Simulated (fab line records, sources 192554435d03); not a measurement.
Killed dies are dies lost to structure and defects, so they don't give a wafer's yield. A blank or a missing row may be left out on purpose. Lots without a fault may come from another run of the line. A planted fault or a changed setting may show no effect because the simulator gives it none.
fab line records | flow n5_finfet
record lots=10 wafers=30 last_day=17
route steps=1938 shown BEOL_M2@907 BEOL_M3@931 BEOL_M4@1111 PASSIVATION@1936
lots that met no fault: from a run of the same line without faults
start_h: hours from the record's first day to the start of the lot's first wafer shown | wait_h: hours since the lot's step before | " the same as in the row above | L1.1+2: a row that stands for several wafers | - no value, or no start given | * or withheld: withheld | < > ~ a bound
route shown NAME@n: a module of which the file shows steps, and the number in the route of the first | usual: mean/standard deviation of fault-free wafers | same: alike in all rows | chamber/n: place in a boat | sites: the reading at each site | _std_site: their standard deviation | _edge_site: outer sites' mean less inner sites' | radius_mm: how far each site lies from the wafer's centre | mask NAME#n: copy n | behind: the tool/chamber that last shaped the wafer | hold: why the lot was held/for how many hours/how that ended | device: the transistor (n, p or np) that didn't switch | end of line: the same wafers' tests at the end of the route | a step without rows: its recipe alone | killed: dies lost to structure and defects at the first sort, not the wafer's yield | map: a wafer's dies, x killed, . not, _ none there
set.NAME: the setting as run; set.NAME@STEP: as run at that earlier step | model.NAME: the simulator's own value behind a step, which no gauge read
steps of the route over a sample of lots; a table a step, a row a wafer
services: from which hour (start_h, from the record's first day; less than 0 if before it) a tool's chamber was out of use, for how many hours, and why
## steps
# step N5_BEOL_M2_ANNEAL_80
# recipe temp_c=400 time_s=240 ambient=vacuum
# usual heater_power_w=867/120 susceptor_temp_C_max=401.0/0.38
# columns lot.wafer tool chamber start_h wait_h heater_power_w susceptor_temp_C_max
L247.1 pvd_sputter-02 - 141.08 0.0 839 400.4
L247.2 " - " " 896 400.8
L247.3 " - " " 947 401.4
L249.1 pvd_sputter-03 - 148.18 0.0 744 400.3
L249.2 " - " " 1157 400.6
L249.4 " - " " 868 400.9
L248.1 pvd_sputter-03 - 150.02 0.0 896 401.2
L248.2 " - " " 1154 400.7
L248.4 " - " " 791 400.9
L254.1 pvd_sputter-02 - 179.17 0.0 951 401.4
L254.2 " - " " 768 401.2
L254.6 " - " " 865 400.7
L257.1 pvd_sputter-02 - 201.76 0.0 770 401.4
L257.3 " - " " 906 400.8
L257.6 " - " " 889 401.3
L258.3 pvd_sputter-01 - 211.58 0.0 740 401.2
L258.4 " - " " 913 401.8
L258.5 " - " " 811 400.6
L264.1 pvd_sputter-01 - 237.56 0.0 810 400.6
L264.5 " - " " 882 400.7
L264.6 " - " " 735 401.2
L265.1 pvd_sputter-01 - 253.11 0.0 870 400.9
L265.2 " - " " 813 401.2
L265.3 " - " " 942 401.4
L266.1 pvd_sputter-01 - 258.29 0.0 806 401.2
L266.2 " - " " 763 401.7
L266.4 " - " " 862 400.9
L269.2 pvd_sputter-02 - 271.32 0.0 752 401.3
L269.4 " - " " 890 401.2
L269.6 " - " " 874 401.6
# step N5_BEOL_M2_SPUTTER_94
# recipe material=Cu target_thk_a=45 temp_c=-20 chamber_pressure_pa=0.07 power_w=withheld time_s=8.29
# usual substrate_temp_c=-20.01/0.13 throttle_valve_pct=29.9/1
# columns lot.wafer tool chamber start_h wait_h substrate_temp_c throttle_valve_pct
L247.1 pvd_sputter-02 - 142.32 0.1 -20.06 31.9
L247.2 " - " " -19.98 28.7
L247.3 " - " " -19.85 30.6
L249.1 pvd_sputter-03 - 149.42 0.1 -19.99 28.5
L249.2 " - " " -19.91 29.7
L249.4 " - " " -20.01 28.3
L248.1 pvd_sputter-03 - 151.26 0.1 -20.03 28.4
L248.2 " - " " -19.89 29.7
L248.4 " - " " -19.96 31.3
L254.1 pvd_sputter-02 - 180.41 0.1 -19.98 30.3
L254.2 " - " " -20.03 28.7
L254.6 " - " " -20.17 31.4
L257.1 pvd_sputter-02 - 203.00 0.1 -19.86 29.0
L257.3 " - " " -19.91 29.0
L257.6 " - " " -19.99 28.6
L258.3 pvd_sputter-01 - 212.82 0.1 -19.95 29.5
L258.4 " - " " -19.90 30.7
L258.5 " - " " -20.12 30.9
L264.1 pvd_sputter-01 - 238.80 0.1 -19.92 31.1
L264.5 " - " " -20.14 29.8
L264.6 " - " " -19.88 29.4
L265.1 pvd_sputter-01 - 254.35 0.1 -19.85 29.9
L265.2 " - " " -20.04 30.9
L265.3 " - " " -20.11 30.7
L266.1 pvd_sputter-01 - 259.53 0.1 -20.29 30.8
L266.2 " - " " -20.06 29.5
L266.4 " - " " -19.94 29.7
L269.2 pvd_sputter-02 - 272.56 0.1 -20.21 28.9
L269.4 " - " " -20.05 29.0
L269.6 " - " " -19.85 28.7
# step N5_BEOL_M3_ILD_DEP_00
# recipe material=SiOC target_thk_a=790 temp_c=350 precursor=DEMS/O2 pressure_torr=5 rf_w=500 time_s=15.3
# usual chamber_pressure_Torr=5.001/0.011 heater_power_outer_w=260/54 heater_power_w=500/97 showerhead_plenum_p_Torr=5.702/0.011 throttle_valve_pct=11.7/0.54
# columns lot.wafer tool chamber start_h wait_h chamber_pressure_Torr heater_power_outer_w heater_power_w showerhead_plenum_p_Torr throttle_valve_pct
L247.1 pecvd-04 0 143.66 0.0 5.018 226 464 5.706 11.6
L247.2 " 2 " " 5.000 180 339 5.684 10.8
L247.3 " 1 " " 5.045 347 622 5.718 12.3
L249.1 pecvd-04 2 150.75 0.0 4.989 183 348 5.715 10.9
L249.2 " 0 " " 5.010 193 436 5.696 11.4
L249.4 " 1 " " 5.015 309 590 5.686 12.4
L248.1 pecvd-01 0 152.61 0.0 4.991 189 403 5.705 11.6
L248.2 " 2 " " 5.014 234 478 5.707 11.7
L248.4 " 2 " " 4.998 237 480 5.692 11.5
L254.1 pecvd-03 1 181.82 0.0 4.995 340 675 5.700 11.9
L254.2 " 2 " " 5.005 274 540 5.685 12.2
L254.6 " 2 " " 5.002 279 541 5.693 12.1
L257.1 pecvd-04 1 204.46 0.0 - - - - -
L257.3 " 1 " " - - - - -
L257.6 " 2 " " - - - - -
L258.3 pecvd-01 2 214.16 0.0 - - - - -
L258.4 " 2 " " - - - - -
L258.5 " 0 " " - - - - -
L264.1 pecvd-04 0 240.14 0.0 4.990 240 476 5.712 11.2
L264.5 " 1 " " 5.008 313 577 5.698 12.1
L264.6 " 0 " " 4.986 237 461 5.716 11.4
L265.1 pecvd-01 0 255.68 0.0 4.986 231 459 5.702 11.6
L265.2 " 2 " " 4.991 221 468 5.699 11.7
L265.3 " 1 " " 4.984 269 481 5.697 12.0
L266.1 pecvd-04 0 260.86 0.0 4.997 237 487 5.716 11.4
L266.2 " 2 " " 4.984 235 409 5.701 11.0
L266.4 " 1 " " 4.983 344 626 5.701 12.4
L269.2 pecvd-01 2 273.92 0.0 5.004 218 459 5.697 11.6
L269.4 " 1 " " 5.000 271 495 5.706 11.8
L269.6 " 2 " " 5.013 222 465 5.708 11.8
# step N5_BEOL_M3_PECVD_72
# recipe material=SiO2 target_thk_a=160 temp_c=400 precursor=TEOS/O2 pressure_torr=5.5 rf_w=450 teos_flow_sccm=53.8 gas=O2 flow_sccm=3000 time_s=18
# usual heater_power_w=733/120 showerhead_plenum_p_Torr=8.82/0.035 throttle_valve_pct=21.8/0.92
# columns lot.wafer tool chamber start_h wait_h heater_power_w showerhead_plenum_p_Torr throttle_valve_pct
L247.1 pecvd-01 0 143.77 0.0 583 8.83 21.7
L247.2 " 1 " " 681 8.85 22.3
L247.3 " 2 " " 724 8.83 21.0
L249.1 pecvd-01 2 150.86 0.0 719 8.84 21.1
L249.2 " 1 " " 691 8.83 22.1
L249.4 " 0 " " 660 8.82 21.8
L248.1 pecvd-04 2 152.71 0.0 523 8.77 20.9
L248.2 " 0 " " 617 8.83 21.3
L248.4 " 2 " " 541 8.77 20.8
L254.1 pecvd-01 2 181.93 0.0 745 8.82 21.5
L254.2 " 1 " " 692 8.85 22.5
L254.6 " 2 " " 777 8.83 21.4
L257.1 pecvd-03 0 204.58 0.0 844 8.75 20.0
L257.3 " 2 " " 825 8.84 22.5
L257.6 " 0 " " 800 8.77 20.0
L258.3 pecvd-01 0 214.26 0.0 685 8.82 21.3
L258.4 " 1 " " 701 8.81 22.2
L258.5 " 0 " " 668 8.84 21.7
L264.1 pecvd-01 0 240.24 0.0 609 8.84 21.8
L264.5 " 2 " " 707 8.86 21.9
L264.6 " 0 " " 622 8.83 21.5
L265.1 pecvd-03 1 255.78 0.0 975 8.77 23.1
L265.2 " 2 " " 713 8.84 22.3
L265.3 " 0 " " 851 8.75 19.9
L266.1 pecvd-01 2 260.96 0.0 796 8.87 21.8
L266.2 " 1 " " 622 8.82 22.5
L266.4 " 2 " " 804 8.87 21.6
L269.2 pecvd-04 0 274.02 0.0 591 8.82 21.6
L269.4 " 1 " " 945 8.82 23.4
L269.6 " 2 " " 547 8.79 21.0
# step N5_BEOL_M3_OCD_MEAS_38
# usual trench_depth_nm=55.5/0.85
# columns lot.wafer tool chamber start_h wait_h trench_depth_nm
L247.1 ocd-02 - 153.71 - 55.2
L247.2 " - " " 56.1
L247.3 " - " " 56.3
L249.1 ocd-02 - 160.53 - 56.2
L249.2 " - " " 55.1
L249.4 " - " " 54.2
L248.1 ocd-02 - 161.27 - 56.2
L248.2 " - " " 56.8
L248.4 " - " " 56.7
L254.1 ocd-01 - 191.50 - 55.4
L254.2 " - " " 57.0
L254.6 " - " " 57.2
L257.1 ocd-01 - 212.59 - -
L257.3 " - " " -
L257.6 " - " " -
L258.3 ocd-02 - 222.23 - -
L258.4 " - " " -
L258.5 " - " " -
L264.1 ocd-01 - 249.29 - 56.2
L264.5 " - " " 55.4
L264.6 " - " " 55.8
L265.1 ocd-02 - 266.63 - 55.7
L265.2 " - " " 56.2
L265.3 " - " " 55.8
L266.1 ocd-01 - 267.11 - 55.6
L266.2 " - " " 56.4
L266.4 " - " " 55.1
L269.2 ocd-02 - 283.51 - 54.9
L269.4 " - " " 56.5
L269.6 " - " " 55.9
# step N5_BEOL_M4_RC_MEAS_101
# usual DIBL_N=36.4/1.5 DIBL_P=36.6/1.9 IOFF_N=0.155/0.021 IOFF_P=0.211/0.028 ION_N=671/8.6 ION_P=462/5.8 SS_N=71.5/0.5 SS_P=73.4/0.58 VT_N=250.1/2.4 VT_P=-250.1/3
# columns lot.wafer tool chamber start_h wait_h DIBL_N[mV/V] DIBL_P[mV/V] IOFF_N[nA/um] IOFF_P[nA/um] ION_N[uA/um] ION_P[uA/um] SS_N[mV/dec] SS_P[mV/dec] VT_N[mV] VT_P[mV]
L247.1 prober-02 0 167.86 0.0 35.7 35.0 0.134 0.193 674 457 71.2 72.5 250.6 -250.8
L247.2 " 0 " " 35.3 35.4 0.138 0.200 667 464 71.4 72.0 248.9 -251.9
L247.3 " 0 " " 35.8 34.5 0.142 0.189 685 461 71.5 72.8 250.2 -252.8
L248.1 prober-01 0 176.48 0.0 35.7 35.7 0.152 0.207 677 464 71.3 73.3 249.9 -250.3
L248.2 " 0 " " 36.7 36.6 0.157 0.215 676 468 71.8 73.8 249.4 -251.7
L248.4 " 0 " " 35.8 35.5 0.149 0.198 664 460 71.7 74.5 251.1 -249.5
L249.1 prober-01 0 178.75 0.0 36.4 37.3 0.155 0.241 671 472 71.1 73.9 248.2 -247.0
L249.2 " 0 " " 36.8 37.6 0.159 0.256 664 466 70.7 73.5 248.4 -247.3
L249.4 " 0 " " 36.8 38.0 0.158 0.251 675 469 71.4 74.1 250.2 -246.1
L254.1 prober-01 0 208.23 0.0 37.1 38.8 0.171 0.237 675 466 72.0 73.4 248.3 -246.5
L254.2 " 0 " " 36.5 37.6 0.168 0.222 674 463 71.3 73.5 247.9 -247.4
L254.6 " 0 " " 36.7 38.3 0.163 0.237 675 464 71.5 73.5 249.0 -246.5
L264.1 prober-01 0 268.67 0.0 37.4 37.4 0.165 0.216 673 456 72.4 73.7 249.8 -250.1
L264.5 " 0 " " 37.3 37.3 0.157 0.215 661 459 72.3 73.1 250.2 -250.8
L264.6 " 0 " " 37.6 37.9 0.167 0.225 669 466 71.7 73.4 250.1 -247.8
L265.1 prober-02 0 277.96 0.0 36.0 38.0 0.171 0.222 670 463 71.5 73.3 250.0 -248.7
L265.2 " 0 " " 34.9 37.0 0.152 0.204 670 466 71.0 72.7 250.4 -249.4
L265.3 " 0 " " 35.9 38.0 0.169 0.232 677 467 71.0 73.0 249.7 -247.9
L266.1 prober-01 0 280.43 0.0 36.9 37.3 0.160 0.221 665 459 71.8 73.4 252.5 -247.9
L266.2 " 0 " " 37.9 38.5 0.186 0.218 686 461 71.9 73.7 247.3 -250.5
L266.4 " 0 " " 37.3 37.8 0.171 0.209 677 460 71.3 73.5 247.6 -250.5
L269.2 prober-01 0 297.41 0.2 32.6 33.7 0.128 0.168 670 469 71.4 72.8 252.5 -250.6
L269.4 " 0 " " 34.9 35.5 0.152 0.209 677 471 71.3 73.7 249.9 -246.6
L269.6 " 0 " " 34.2 34.8 0.143 0.188 679 467 71.7 73.1 251.6 -253.1
# step N5_PASSIVATION_PROBE_49
# usual defect_limited_yield=91.5/1.4 killed_at_M0_to_M3=33/10 killed_at_M4_up=13/5 killed_at_contacts=13/5.6 killed_at_front_end=38/12 killed_at_other=3.9/2.7 killed_dies=100/16 killed_on_rim=13/4 killed_open=66/13 killed_short=32/7.2 sort_bin_5_function=5.0/0.97 sort_bin_6_memory=3.2/0.61 sort_n_pass=1080/16 sort_yield_pct=91.5/1.4
# same gross_dies=1180 killed_at_back_side=0 sort_bin_4_leakage[%]=0 sort_bin_8_speed[%]=0
# columns lot.wafer tool chamber start_h wait_h defect_limited_yield[%] killed_at_M0_to_M3 killed_at_M4_up killed_at_contacts killed_at_front_end killed_at_other killed_dies killed_on_rim killed_open killed_short sort_bin_5_function[%] sort_bin_6_memory[%] sort_n_pass sort_yield_pct[%]
L257.1 prober-02 - 327.12 0.0 0 1169 3 1 6 1 1180 152 9 6 74.1 2.8 0 0
L257.3 prober-02 - 327.22 0.1 0 1168 0 3 9 0 1180 152 9 6 73.5 2.3 0 0
L257.6 prober-02 - 327.37 0.3 0 1164 5 1 8 2 1180 152 13 5 73.2 3.7 0 0
L258.3 prober-02 - 336.39 0.1 0 1177 0 0 3 0 1180 152 5 9 71.7 3.5 0 0
L258.4 prober-02 - 336.44 0.2 0 1166 0 5 8 1 1180 152 12 7 73.1 3.0 0 0
L258.5 prober-02 - 336.49 0.2 0 1173 1 4 1 1 1180 152 14 3 72.0 3.1 0 0
# killed by level:class
L257.1 BEOL_M3:lost_pattern=1159 BEOL_M3:area_dep=6 GATE_CUT:geometric_particle:open=2 BEOL_M2:geometric_particle:open=2 BEOL_M4:geometric_particle:open=2 FIN_SAQP:geometric_particle:short=1 DUMMY_GATE:geometric_particle:open=1 GATE_CUT:geometric_particle:short=1
L257.3 BEOL_M3:lost_pattern=1161 BEOL_M3:area_dep=4 FIN_SAQP:geometric_particle:short=3 STI_FIN_REVEAL:geometric_particle:open=3 MOL_CONTACT_COAG:geometric_particle:open=3 BEOL_M0_SAQP:geometric_particle:open=1 ILD0:geometric_particle:short=1 BEOL_M0_SAQP:geometric_particle:short=1
L257.6 BEOL_M3:lost_pattern=1154 BEOL_M3:area_dep=8 STI_FIN_REVEAL:geometric_particle:open=4 BEOL_M5:geometric_particle:open=2 FIN_SAQP:geometric_particle:short=1 FIN_SAQP:geometric_particle:open=1 STI_FIN_REVEAL:geometric_particle:short=1 MOL_CONTACT_COAG:geometric_particle:short=1
L258.3 BEOL_M3:lost_pattern=1163 BEOL_M0_SAQP:geometric_particle:short=5 BEOL_M3:area_dep=3 SPACER0:geometric_particle:short=2 BEOL_M0_SAQP:geometric_particle:open=2 FIN_SAQP:geometric_particle:short=1 BEOL_M0:geometric_particle:short=1 BEOL_M0:geometric_particle:open=1
L258.4 BEOL_M3:lost_pattern=1158 FIN_SAQP:geometric_particle:short=3 MOL_CONTACT_COAG:geometric_particle:open=3 BEOL_M1:geometric_particle:open=3 BEOL_M3:area_dep=3 FIN_SAQP:geometric_particle:open=2 SPACER0:geometric_particle:open=2 MOL_CONTACT_COAG:geometric_particle:short=2
L258.5 BEOL_M3:lost_pattern=1157 BEOL_M3:area_dep=6 MOL_CONTACT_COAG:geometric_particle:open=4 BEOL_M0_SAQP:geometric_particle:short=3 BEOL_M2:geometric_particle:open=2 BEOL_M3:geometric_particle:open=2 GATE_CUT:geometric_particle:open=1 BEOL_M8:geometric_particle:open=1
## services
# columns tool chamber start_h hours kind
pecvd-03 0 146.35 2.8 repair
pecvd-03 - 149.62 1.8 repair
pecvd-04 - 158.95 1.4 repair
pecvd-03 1 167.13 2.1 scheduled_down
pecvd-04 2 196.29 4.3 repair
pecvd-04 2 200.63 2.1 scheduled_down
pecvd-04 0 202.76 5.5 scheduled_down
pecvd-04 0 208.30 5.5 scheduled_down
pecvd-04 0 218.92 5.0 scheduled_down
pecvd-01 2 232.62 4.2 repair
pecvd-04 1 264.91 2.1 scheduled_down
## key
first_sign step=N5_BEOL_M3_ILD_DEP_00 reading=tool_record direction=missing
effect step=N5_BEOL_M3_OCD_MEAS_38 reading=trench_depth_nm direction=missing
effect step=N5_PASSIVATION_PROBE_49 reading=killed_at_M0_to_M3 direction=up sigmas=99+ usual=33 struck=1170
met_at N5_BEOL_M3_ILD_DEP_00
struck_lots L257,L258
later_rows_left_out L257.1,L257.3,L257.6,L258.3,L258.4,L258.5
not_acting_at N5_BEOL_M2_ANNEAL_80,N5_BEOL_M2_SPUTTER_94,N5_BEOL_M3_PECVD_72
onset_between 152.61 204.46
fault kind=skipped_step_whole tool=pecvd-01,pecvd-04 chamber=- onset_h=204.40 steps=N5_BEOL_M3_ILD_DEP_00 scope=struck_lots_only
# later_rows_left_out: the simulator's readings of these wafers behind a module that went badly wrong aren't trusted and aren't shown, but for the sort
